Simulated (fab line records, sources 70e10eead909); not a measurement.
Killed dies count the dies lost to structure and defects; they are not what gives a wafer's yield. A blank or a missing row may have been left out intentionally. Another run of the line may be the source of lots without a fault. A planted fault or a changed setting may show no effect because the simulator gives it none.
A struck lot beside a sound one | flow nandHarc | 15 out of 1159 route steps
Sound: the wafers L819.2, L819.3, L819.5. The struck wafers were L832.2, L832.5, L832.6. The cause is given at the end.
At each step with rows: each side's tool, then ch and its chambers, then its first start. Under that, the readings that differ: sound wafers | struck wafers | difference of the means | sigmas: that difference in standard deviations of wafers without a fault.
alike: words and numbers the same on both sides, and readings whose means are apart by under 2 such deviations; not compared: readings that were withheld, readings missing a value for some wafer, numbers with overlapping values and no deviation given by the record, and bounds like >300 which may hide the same value.
Wherever a step has rows on one side only, a row that says differs or no value, or a row with sigmas, the two part there. Numbers that have no deviation but don't overlap get no sigmas and don't part them. A reading that every wafer of one side lacks parts them only if that side has two wafers or more.

first, 1 step without rows for these wafers: NHARC_P_M0_DEVELOP_08 (develop time 35 s).
NHARC_P_M0_CD_MEAS_09: the cd target is 90 nm.
  sound on cdSem-02 ch 0, day 6 20:15; struck on cdSem-01 ch 0, day 10 04:44
  alike: cdNm
NHARC_P_M0_OVL_MEAS_10: pitch 180 nm.
  sound: overlay-02 at day 6 20:20; struck: overlay-02 at day 10 04:50
  alike: overlayXNm, overlayYNm
NHARC_P_M0_INSPECT_11:
  sound: defectInspect-01 at day 6 20:22; struck: defectInspect-01 at day 10 04:52
  alike: rawDefectCount
NHARC_P_M0_DESCUM_14: chemistry O2, time 3 s.
  sound on rieDiel-10 ch 0,1, day 6 20:26; struck on rieDiel-02 ch 0,2,3, day 10 04:56
  alike: drypumpMotorCurrentA, oesProductAu, rfVppV, showerheadPlenumPTorr, throttleValvePct
  not compared: rfHoursCounterH
then, 1 step without rows for these wafers: NHARC_P_M0_ETCH_34 (etches the open film in N2/H2, target depth 40 nm, overetch 12 nm, time 43.94 s).
NHARC_P_M0_ETCH_15: etches the open film in C4F8/Ar, target depth 150 nm, overetch 15 nm, time 82.5 s.
  sound on rieDiel-10 ch 2,3; struck on rieDiel-02 ch 0,1,2
  alike: oesProductAu, rfVppV
  not compared: rfHoursCounterH
NHARC_P_M0_CD_MEAS_16:
  sound: cdSem-03 at day 6 20:44; struck: cdSem-01 at day 10 05:13
  alike: cdNm
NHARC_P_M0_STRIP_18: strips in N2/H2.
  sound on rieDiel-10 ch 0,1,2, day 6 20:50; struck on rieDiel-10 ch 0,1,3, day 10 05:21
  alike: drypumpMotorCurrentA, h2FlowSccm, oesProductAu, rfVppV, showerheadPlenumPTorr, throttleValvePct
  not compared: rfHoursCounterH
then, 1 step without rows for these wafers: NHARC_P_M0_STRIP_19 (strips in post etch residue remover, time 600 s).
NHARC_P_M0_DEGAS_28: time 60 s.
  sound: pvdSputter-02 at day 6 21:22; struck: pvdSputter-01 at day 10 05:50
  alike: heaterPowerW
then, 1 step without rows for these wafers: NHARC_P_M0_PRE_CLEAN_29 (time 30 s).
NHARC_P_M0_PVD_20: deposits TaN, target thk 5 nm, time 8.06 s.
  sound: pvdSputter-02 at day 6 21:37; struck: pvdSputter-01 at day 10 06:15
  alike: throttleValvePct
NHARC_P_M0_PVD_21: deposits Cu, target thk 30 nm, time 20.49 s.
  sound on pvdSputter-02; struck on pvdSputter-01
  alike: throttleValvePct
following that, these wafers have no rows for 1 step: NHARC_END_SORT_01.

## WHERE THEY PART
Nowhere in this record.

WHY: what had been put in by the simulator
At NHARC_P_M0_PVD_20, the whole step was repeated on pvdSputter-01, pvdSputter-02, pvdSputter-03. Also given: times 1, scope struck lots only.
